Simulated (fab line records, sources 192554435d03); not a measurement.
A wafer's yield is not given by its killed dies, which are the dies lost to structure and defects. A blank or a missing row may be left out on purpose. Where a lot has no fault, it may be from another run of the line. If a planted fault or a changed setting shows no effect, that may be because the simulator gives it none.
Which of the tools did it? -- flow n5_finfet -- 33 wafers from 11 lots sampled at 2 of the route's 1938 steps

## WHAT THE GAUGES READ, wafer by wafer
N5_BEOL_M9_THK_MEAS_01.
lot,measured,on,M9_ILD_THK (nm)
L075,day 10 04:58,film_metro-01,270 268 273
L081,day 11 02:50,film_metro-02,268 262 270
L080,day 11 06:48,film_metro-01,261 262 267
L084,day 12 06:02,film_metro-02,266 265 271
L085,day 12 10:33,film_metro-02,266 266 272
L087,day 12 22:00,film_metro-02,267 270 271
L088,day 13 02:20,film_metro-02,263 264 269
L091,day 13 12:11,film_metro-01,266 274 271
L092,day 14 10:51,film_metro-02,262 267 270
L094,day 14 21:11,film_metro-01,269 272 268
L097,day 15 03:19,film_metro-02,263 270 272

## EACH LOT AND THE TOOL THAT RAN IT (in order: tool; ch and the chambers of the sampled wafers; start)
lot,N5_BEOL_M8_ANNEAL_51
L075,"rtp_anneal-02 ch 0, day 10 02:07"
L081,"rtp_anneal-01 ch 0, day 11 01:30"
L080,"rtp_anneal-01 ch 0, day 11 05:07"
L084,"rtp_anneal-01 ch 0, day 12 04:42"
L085,"rtp_anneal-01 ch 0, day 12 09:15"
L087,"rtp_anneal-02 ch 0, day 12 20:37"
L088,"rtp_anneal-01 ch 0, day 13 00:55"
L091,"rtp_anneal-01 ch 0, day 13 10:47"
L092,"rtp_anneal-02 ch 0, day 14 09:17"
L094,"rtp_anneal-01 ch 0, day 14 19:49"
L097,"rtp_anneal-01 ch 0, day 15 01:59"
- N5_BEOL_M8_ANNEAL_51: time 90 s.

## THE ANSWER, worked out from the rows above alone
Rule: the usual values come from the lots themselves. Put in order of their means at a reading, lots are off if they are a third of the lots or fewer, leave a main group of 4 or more, and stand apart from it by a gap of 3 or more times the standard deviation of the main group's means; of several such gaps the widest counts. A main group whose means are all the same, to the digits that the tables above print for the reading, isn't used. Also off: a lot with no number at a reading for which 4 or more lots have one. Where the step has rows for the other lots, those lots are counted as sound.
Nothing can be told from this: no lot is off at any reading shown.

## WHAT THE SIMULATOR HAD PUT IN
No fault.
